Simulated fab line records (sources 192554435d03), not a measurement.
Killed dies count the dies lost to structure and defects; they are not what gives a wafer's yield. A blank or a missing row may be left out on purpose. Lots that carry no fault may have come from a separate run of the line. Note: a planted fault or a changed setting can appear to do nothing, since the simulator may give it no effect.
Comparing a struck lot with a sound one :: flow n5 finfet :: 35 steps out of a route of 1938
Sound: wafers L132.1, L132.3, L132.6. Struck: wafers L137.1, L137.2, L137.4. At the end, the cause is stated.
Each step with rows lists, per side, the tool, then ch with its chambers, then its first start. Under that, the readings that differ: sound wafers :: struck wafers :: difference of the means :: sigmas: that difference in standard deviations of wafers without a fault.
alike: readings with means less than 2 such deviations apart, plus words and numbers identical on both sides. not compared: withheld readings, readings lacking a value on some wafer, bounds such as >300 that could conceal the same value, and numbers that have no deviation in the record and whose values overlap.
Wherever a step has rows on one side only, a row that says differs or no value, or a row with sigmas, the two part there. Numbers that don't overlap but have no deviation are shown without sigmas and don't part them. A reading that every wafer of one side lacks parts them only if that side has two wafers or more.

first, 9 steps without rows for these wafers: N5_BEOL_M6_ILD_DEP_00 (deposits SiCOH lowk from DEMS/porogen, target thk 179.75 nm, time 33.4 s); N5_BEOL_M6_CURE_74 (cures SiCOH lowk, time 240 s); N5_BEOL_M6_PECVD_70 (deposits SiO2 from TEOS/O2, target thk 20 nm, time 22.7 s); N5_BEOL_M6_HM_DEP_02 (deposits TiN, target thk 20 nm); N5_BEOL_M6_COAT_59 (time 60 s, resist thk 100 nm); N5_BEOL_M6_COAT_60 (time 60 s, resist thk 35 nm); N5_BEOL_M6_COAT_05 (resist thk 90 nm); N5_BEOL_M6_EBR_07; N5_BEOL_M6_SOFTBAKE_06 (time 60 s).
N5_BEOL_M6_EXPOSE_08: exposes mask M6.
  sound on arfi scanner-02 ch 0, day 15 02:26; struck on arfi scanner-01 ch 0, day 15 09:23
reading: exposure dose mJ cm2
sound: 68.23 68.23 68.22
struck: 62.24 62.33 62.26
difference: -5.95
sigmas: -82
  alike: mask, stage vel mm s
then, 2 steps without rows for these wafers: N5_BEOL_M6_PEB_09 (peb time 60 s); N5_BEOL_M6_DEVELOP_10 (develop time 30 s).
N5_BEOL_M6_CD_MEAS_11: target cd 38.5 nm.
  sound on cd sem-01 ch 0, day 15 02:34; struck on cd sem-02 ch 0, day 15 09:31
reading: cd nm (nm)
sound: 37.8 38.5 38.7
struck: 34.4 34.3 34.2
difference: -4.0
sigmas: -8
then, 1 step without rows for these wafers: N5_BEOL_M6_DESCUM_16 (chemistry O2, time 7.9 s).
N5_BEOL_M6_ETCH_61: etches SiARC in CF4, target depth 45.5 nm, time 75.8 s.
  sound on rie diel-01 ch 0,1, day 15 02:41; struck on rie diel-01 ch 1,2,3, day 15 09:38
reading: model.BEOL_M6.cd offset nm (nm)
sound: -0.4 0.4 0.4
struck: -4.2 -4.2 -3.8
difference: -4.2
sigmas: 
  alike: drypump motor current A, etch rf on time s, oes product au, rf vpp V, showerhead plenum p Torr, throttle valve pct
  not compared: rf hours counter h
then, 3 steps without rows for these wafers: N5_BEOL_M6_ETCH_62 (etches SOC in N2/H2, target depth 110 nm, overetch 22 nm, time 165 s); N5_BEOL_M6_STRIP_68 (strips in N2/H2); N5_BEOL_M6_STRIP_67 (strips in CF4).
N5_BEOL_M6_HM_OPEN_17: chemistry Cl2/BCl3, target TiN, target depth 20 nm, overetch 6 nm.
  sound on rie metal-03 ch 0,1, day 15 02:56; struck on rie metal-01 ch 0,1, day 15 09:53
reading: model.BEOL_M6.cd offset nm (nm)
sound: -0.2 0.4 0.4
struck: -4.2 -4.4 -4.2
difference: -4.5
sigmas: 
  alike: drypump motor current A, oes product au, throttle valve pct
  not compared: rf hours counter h
then, 1 step without rows for these wafers: N5_BEOL_M6_STRIP_19 (strips in O2).
N5_BEOL_M6_CD_MEAS_18: pitch 80 nm, target cd 40 nm.
  sound: cd sem-03 at day 15 03:07; struck: cd sem-03 at day 15 10:04
reading: cd nm (nm)
sound: 39.9 40.4 40.3
struck: 35.6 35.4 35.6
difference: -4.7
sigmas: -8
then, 13 steps without rows for these wafers: N5_BEOL_M6_COAT_63 (time 60 s, resist thk 60 nm); N5_BEOL_M6_COAT_64 (time 60 s, resist thk 12 nm); N5_BEOL_M6_COAT_71 (time 60 s, resist thk 5 nm); N5_BEOL_M6_COAT_22 (resist thk 30 nm); N5_BEOL_M6_EBR_24; N5_BEOL_M6_SOFTBAKE_23 (time 60 s); N5_BEOL_M6_EXPOSE_25 (exposes mask V5, target cd 40 nm); N5_BEOL_M6_PEB_26 (peb time 60 s); N5_BEOL_M6_DEVELOP_27 (develop time 30 s); N5_BEOL_M6_DESCUM_33 (chemistry O2, time 7 s); N5_BEOL_M6_ETCH_72 (etches underlayer in N2/H2, target depth 6.5 nm, time 5.2 s); N5_BEOL_M6_ETCH_65 (etches SiARC in CF4, target depth 15.6 nm, time 26 s); N5_BEOL_M6_ETCH_66 (etches SOC in N2/H2, target depth 80 nm, overetch 16 nm, time 120 s).
-- the record jumps here: 4 days lie between the struck wafers' starts before and after (it left off in module BEOL_M6 and takes up again in module BEOL_M15, whose first step shown is number 1830 of the route) --
N5_BEOL_M15_RC_MEAS_101:
  sound on prober-01 ch 0, day 19 11:29; struck on prober-02 ch 0, day 19 03:37
reading: COMB_M15 (S/m)
sound: 4e-13 9e-13 4e-13
struck: 3.3e-12 3e-12 3e-12
difference: +2.5e-12
sigmas: +3

reading: SERP_M6 (ohm/um)
sound: 13.3 13.4 12.7
struck: 15.5 16.8 16.4
difference: +3.1
sigmas: +6

reading: SERP_M6_max_site (ohm/um)
sound: 13.9 14.2 12.9
struck: 16.6 18.2 18.0
difference: +3.9
sigmas: +6

reading: SERP_M7 (ohm/um)
sound: 13.0 13.4 13.4
struck: 14.5 14.3 14.2
difference: +1.1
sigmas: +2
  alike: etest temp c, COMB_M10, COMB_M11, COMB_M12, COMB_M13, COMB_M13_max_site, COMB_M14, COMB_M5, COMB_M6, COMB_M7, COMB_M8, COMB_M9, SERP_M10, SERP_M11, SERP_M12, SERP_M13, SERP_M14, SERP_M5, SERP_M8, SERP_M9

WHERE THEY PART
First at N5_BEOL_M6_EXPOSE_08; last, within this record, at N5_BEOL_M15_RC_MEAS_101.

WHY: what the simulator had put in
Process parameters drifting: arfi scanner-01 at N5_BEOL_M6_EXPOSE_08, beginning at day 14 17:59. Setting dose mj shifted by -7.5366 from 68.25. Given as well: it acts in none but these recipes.
